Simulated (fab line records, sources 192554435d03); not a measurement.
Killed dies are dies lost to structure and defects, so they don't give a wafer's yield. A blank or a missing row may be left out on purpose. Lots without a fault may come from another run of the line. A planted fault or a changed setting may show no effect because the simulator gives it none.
fab line records | flow n5_finfet | part 2 of 2: steps 20 to 30 of 30
record lots=5 wafers=15 last_day=17
route steps=1938 shown BEOL_M8@1359
lots that met no fault: from a run of the same line without faults
start_h: hours from the record's first day to the start of the lot's first wafer shown | wait_h: hours since the lot's step before | " the same as in the row above | L1.1+2: a row that stands for several wafers | - no value, or no start given | * or withheld: withheld | < > ~ a bound
route shown NAME@n: a module of which the file shows steps, and the number in the route of the first | usual: mean/standard deviation of fault-free wafers | same: alike in all rows | chamber/n: place in a boat | sites: the reading at each site | _std_site: their standard deviation | _edge_site: outer sites' mean less inner sites' | radius_mm: how far each site lies from the wafer's centre | mask NAME#n: copy n | behind: the tool/chamber that last shaped the wafer | hold: why the lot was held/for how many hours/how that ended | device: the transistor (n, p or np) that didn't switch | end of line: the same wafers' tests at the end of the route | a step without rows: its recipe alone | killed: dies lost to structure and defects at the first sort, not the wafer's yield | map: a wafer's dies, x killed, . not, _ none there
set.NAME: the setting as run; set.NAME@STEP: as run at that earlier step | model.NAME: the simulator's own value behind a step, which no gauge read
lots at some steps of the route; a table a step, a row a wafer
services: from which hour (start_h, from the record's first day; less than 0 if before it) a tool's chamber was out of use, for how many hours, and why
## steps
# step N5_BEOL_M8_ETCH_41
# recipe chemistry=CH3F/O2 target=SiCN target_depth_a=319 taper_deg=2 time_s=57.8 ion_energy_ev=120 mask_material=TiN pressure_mtorr=30 source_w=395 bias_w=75 Ar_flow_sccm=150 CH3F_flow_sccm=30 O2_flow_sccm=20
# usual O2_flow_sccm=20.00/0.055 drypump_motor_current_A=5.5/0.5 oes_product_au=0.77/0.08 rf_vpp_V=297.4/1.9 showerhead_plenum_p_Torr=2.00/0.083 throttle_valve_pct=16.41/0.23
# columns lot.wafer tool chamber start_h wait_h O2_flow_sccm drypump_motor_current_A oes_product_au rf_hours_counter_h rf_vpp_V showerhead_plenum_p_Torr throttle_valve_pct
L082.2 rie_diel-05 0 - - 20.07 5.8 0.76 141 299.3 2.10 16.67
L082.3 " 2 " " 20.10 5.3 0.83 71 299.1 2.09 16.01
L082.6 " 2 " " 20.02 5.4 0.84 - 298.8 2.09 16.02
L086.3 rie_diel-05 2 - - 19.91 5.4 0.82 86 301.3 2.09 16.04
L086.5 " 2 " " 19.90 5.4 0.82 - 299.3 2.09 16.05
L086.6 " 3 " " 20.15 6.4 0.94 - 300.0 2.13 15.99
L092.3 rie_diel-05 3 - - 20.06 6.4 0.91 18 299.5 2.13 16.01
L092.4 " 0 " " 20.02 5.9 0.72 165 298.0 2.09 16.72
L092.6 " 0 " " 20.03 5.9 0.73 - 300.4 2.09 16.72
L093.1 rie_diel-06 0 - - 20.05 4.8 0.71 206 294.2 1.91 16.48
L093.2 " 2 " " 20.06 5.3 0.69 234 296.9 1.97 16.58
L093.5 " 0 " " 20.07 4.8 0.71 - 294.9 1.91 16.47
L096.1 rie_diel-05 1 - - 20.13 5.1 0.81 95 295.5 1.94 16.29
L096.2 " 3 " " 19.94 6.4 0.89 28 301.2 2.12 16.04
L096.4 " 0 " " 19.98 5.9 0.70 176 298.4 2.09 16.75
# step N5_BEOL_M8_STRIP_80
# recipe chemistry=N2/H2 time_s=10 power_w=450 temp_c=40 pressure_mtorr=20 rf_frequency_hz=6e+07 bias_power_w=7 n2_flow_sccm=200 h2_flow_sccm=200
# usual drypump_motor_current_A=5.5/0.5 oes_product_au=0.78/0.08 rf_vpp_V=59.1/0.94 showerhead_plenum_p_Torr=2.54/0.11 throttle_valve_pct=23.77/0.27
# columns lot.wafer tool chamber start_h wait_h drypump_motor_current_A oes_product_au rf_hours_counter_h rf_vpp_V showerhead_plenum_p_Torr throttle_valve_pct
L082.2 rie_diel-05 0 - - 5.9 0.75 141 59.1 2.64 23.81
L082.3 " 2 " " 5.4 0.85 71 58.7 2.70 23.61
L082.6 " 2 " " 5.4 0.85 - 59.8 2.70 23.59
L086.3 rie_diel-05 2 - - 5.3 0.83 86 60.2 2.69 23.63
L086.5 " 2 " " 5.3 0.83 - 58.6 2.69 23.63
L086.6 " 3 " " 6.4 0.95 - 59.6 2.70 23.40
L092.3 rie_diel-05 3 - - 6.4 0.93 18 58.2 2.69 23.43
L092.4 " 0 " " 5.9 0.73 165 58.1 2.63 23.85
L092.6 " 0 " " 5.9 0.72 - 59.6 2.63 23.85
L093.1 rie_diel-06 0 - - 4.8 0.71 206 59.0 2.40 23.31
L093.2 " 2 " " 5.3 0.70 234 59.0 2.51 23.96
L093.5 " 0 " " 4.8 0.72 - 59.8 2.40 23.32
L096.1 rie_diel-05 1 - - 5.1 0.82 95 58.6 2.45 23.58
L096.2 " 3 " " 6.4 0.90 28 59.2 2.69 23.44
L096.4 " 0 " " 5.9 0.72 176 60.8 2.62 23.85
# step N5_BEOL_M8_OCD_MEAS_38
# usual trench_depth_nm=93.1/1.7
# columns lot.wafer tool chamber start_h wait_h trench_depth_nm
L082.2 ocd-02 - 233.72 - 96.2
L082.3 " - " " 91.4
L082.6 " - " " 92.1
L086.3 ocd-02 - 275.16 - 90.4
L086.5 " - " " 90.0
L086.6 " - " " 91.2
L092.3 ocd-01 - 299.66 - 91.7
L092.4 " - " " 94.6
L092.6 " - " " 93.8
L093.1 ocd-01 - 314.16 - 92.7
L093.2 " - " " 93.1
L093.5 " - " " 92.3
L096.1 ocd-01 - 329.37 - 92.7
L096.2 " - " " 92.1
L096.4 " - " " 94.3
# step N5_BEOL_M8_HM_STRIP_39
# recipe chemistry=peroxide_tin_strip material=TiN target_depth_a=250 temp_c=50 time_s=158
# columns lot.wafer tool chamber start_h wait_h
L082.2+3+6 wet_bench-03 3,0,6 233.75 0.0
L086.3+5+6 wet_bench-03 7,2,0 275.19 0.0
L092.3+4+6 wet_bench-01 0,5,7 299.69 0.0
L093.1+2+5 wet_bench-03 1,2,6 314.19 0.0
L096.1+2+4 wet_bench-03 1,5,2 329.40 0.0
# step N5_BEOL_M8_SRD_40
# recipe time_s=30 temp_c=23 rinse_liquid=diw dry=ipa_marangoni
# columns lot.wafer tool chamber start_h wait_h
L082.2+3+6 wet_bench-03 3,0,6 233.79 0.0
L086.3+5+6 wet_bench-03 7,2,0 275.23 0.0
L092.3+4+6 wet_bench-01 0,5,7 299.73 0.0
L093.1+2+5 wet_bench-03 1,2,6 314.24 0.0
L096.1+2+4 wet_bench-03 1,5,2 329.45 0.0
# step N5_BEOL_M8_PRECLEAN_42
# recipe chemistry=residue_remover time_s=60 temp_c=40
# columns lot.wafer tool chamber start_h wait_h
L082.2+3+6 wet_bench-03 3,0,6 233.81 0.0
L086.3+5+6 wet_bench-03 7,2,0 275.25 0.0
L092.3+4+6 wet_bench-01 0,5,7 299.75 0.0
L093.1+2+5 wet_bench-03 1,2,6 314.26 0.0
L096.1+2+4 wet_bench-03 1,5,2 329.46 0.0
# step N5_BEOL_M8_SRD_43
# recipe time_s=30 temp_c=23 rinse_liquid=diw dry=ipa_marangoni
# columns lot.wafer tool chamber start_h wait_h
L082.2+3+6 wet_bench-03 3,0,6 233.83 0.0
L086.3+5+6 wet_bench-03 7,2,0 275.27 0.0
L092.3+4+6 wet_bench-01 0,5,7 299.77 0.0
L093.1+2+5 wet_bench-03 1,2,6 314.27 0.0
L096.1+2+4 wet_bench-03 1,5,2 329.48 0.0
# step N5_BEOL_M8_CD_MEAS_35
# recipe target_cd_nm=40 polarity=opening
# usual cd_nm=40.2/0.64
# columns lot.wafer tool chamber start_h wait_h cd_nm
L082.2 cd_sem-01 - 233.87 0.0 40.8
L082.3 " - " " 39.7
L082.6 " - " " 39.3
L086.3 cd_sem-01 - 275.31 0.0 40.3
L086.5 " - " " 39.8
L086.6 " - " " 39.9
L092.3 cd_sem-03 - 299.81 0.0 38.8
L092.4 " - " " 39.9
L092.6 " - " " 40.5
L093.1 cd_sem-02 - 314.31 0.0 40.6
L093.2 " - " " 40.8
L093.5 " - " " 40.3
L096.1 cd_sem-03 - 329.52 0.0 39.3
L096.2 " - " " 40.1
L096.4 " - " " 39.7
# step N5_BEOL_M8_CURE_75
# recipe temp_c=370 time_s=120 ambient=DMADMS/He material=SiCOH_lowk
# usual lamp_power_pct=52.31/0.056 wafer_temp_C_max=371.7/0.47
# columns lot.wafer tool chamber start_h wait_h lamp_power_pct wafer_temp_C_max
L082.2 uv_cure-01 0 234.01 0.1 52.28 372.5
L082.3 " 0 " " 52.31 372.0
L082.6 " 0 " " 52.30 372.1
L086.3 uv_cure-02 1 275.52 0.2 52.33 371.3
L086.5 " 1 " " 52.31 371.4
L086.6 " 1 " " 52.33 371.0
L092.3 uv_cure-01 1 300.16 0.3 52.27 371.5
L092.4 " 1 " " 52.27 371.4
L092.6 " 1 " " 52.39 371.9
L093.1 uv_cure-03 1 314.36 0.0 52.20 371.6
L093.2 " 1 " " 52.28 371.9
L093.5 " 1 " " 52.28 371.8
L096.1 uv_cure-03 2 329.56 0.0 52.31 371.6
L096.2 " 2 " " 52.30 371.9
L096.4 " 2 " " 52.25 371.8
# step N5_BEOL_M8_DEGAS_44
# recipe ambient=vacuum temp_c=250 time_s=60
# usual heater_power_w=328/26
# columns lot.wafer tool chamber start_h wait_h heater_power_w
L082.2 pvd_sputter-03 - 236.50 2.4 307
L082.3 " - " " 285
L082.6 " - " " 332
L086.3 pvd_sputter-03 - 275.76 0.2 289
L086.5 " - " " 322
L086.6 " - " " 319
L092.3 pvd_sputter-02 - 300.52 0.3 372
L092.4 " - " " 357
L092.6 " - " " 324
L093.1 pvd_sputter-03 - 315.13 0.7 276
L093.2 " - " " 299
L093.5 " - " " 296
L096.1 pvd_sputter-01 - 330.35 0.7 346
L096.2 " - " " 296
L096.4 " - " " 367
# step N5_BEOL_M8_PRE_CLEAN_45
# recipe gas=H2/He time_s=30 temp_c=250
# usual heater_power_w=329/26
# columns lot.wafer tool chamber start_h wait_h heater_power_w
L082.2 pvd_sputter-03 - 236.54 0.0 297
L082.3 " - " " 281
L082.6 " - " " 333
L086.3 pvd_sputter-03 - 275.80 0.0 281
L086.5 " - " " 327
L086.6 " - " " 322
L092.3 pvd_sputter-02 - 300.56 0.0 373
L092.4 " - " " 357
L092.6 " - " " 315
L093.1 pvd_sputter-03 - 315.17 0.0 281
L093.2 " - " " 296
L093.5 " - " " 291
L096.1 pvd_sputter-01 - 330.39 0.0 340
L096.2 " - " " 308
L096.4 " - " " 366
## services
# columns tool chamber start_h hours kind
euv_scanner-01 - 209.03 4.6 pm
rie_diel-05 0 213.29 4.7 repair
rie_diel-06 - 216.71 2.8 pm
uv_cure-01 - 217.77 2.1 pm
euv_scanner-01 - 219.87 2.0 repair
uv_cure-02 - 221.96 3.4 pm
euv_scanner-01 - 224.98 1.0 pm
rie_diel-05 3 226.40 - clean
rie_diel-05 3 226.40 - consumable_replace:focus_ring
rie_diel-05 3 226.40 - consumable_replace:showerhead
rie_diel-05 3 226.40 20.0 scheduled_down
euv_scanner-02 - 228.91 1.0 pm
uv_cure-02 - 235.10 28.1 pm
wet_bench-03 - 239.86 1.9 pm
uv_cure-01 - 249.88 0.8 repair
rie_diel-06 3 258.82 2.4 repair
uv_cure-01 - 277.81 1.0 repair
euv_scanner-01 - 281.13 1.0 pm
euv_scanner-02 - 285.06 1.0 pm
uv_cure-01 - 291.28 2.8 pm
uv_cure-03 - 296.03 1.0 repair
uv_cure-02 - 299.19 2.8 pm
pvd_sputter-02 - 316.01 7.5 repair
euv_scanner-02 - 325.56 4.6 pm
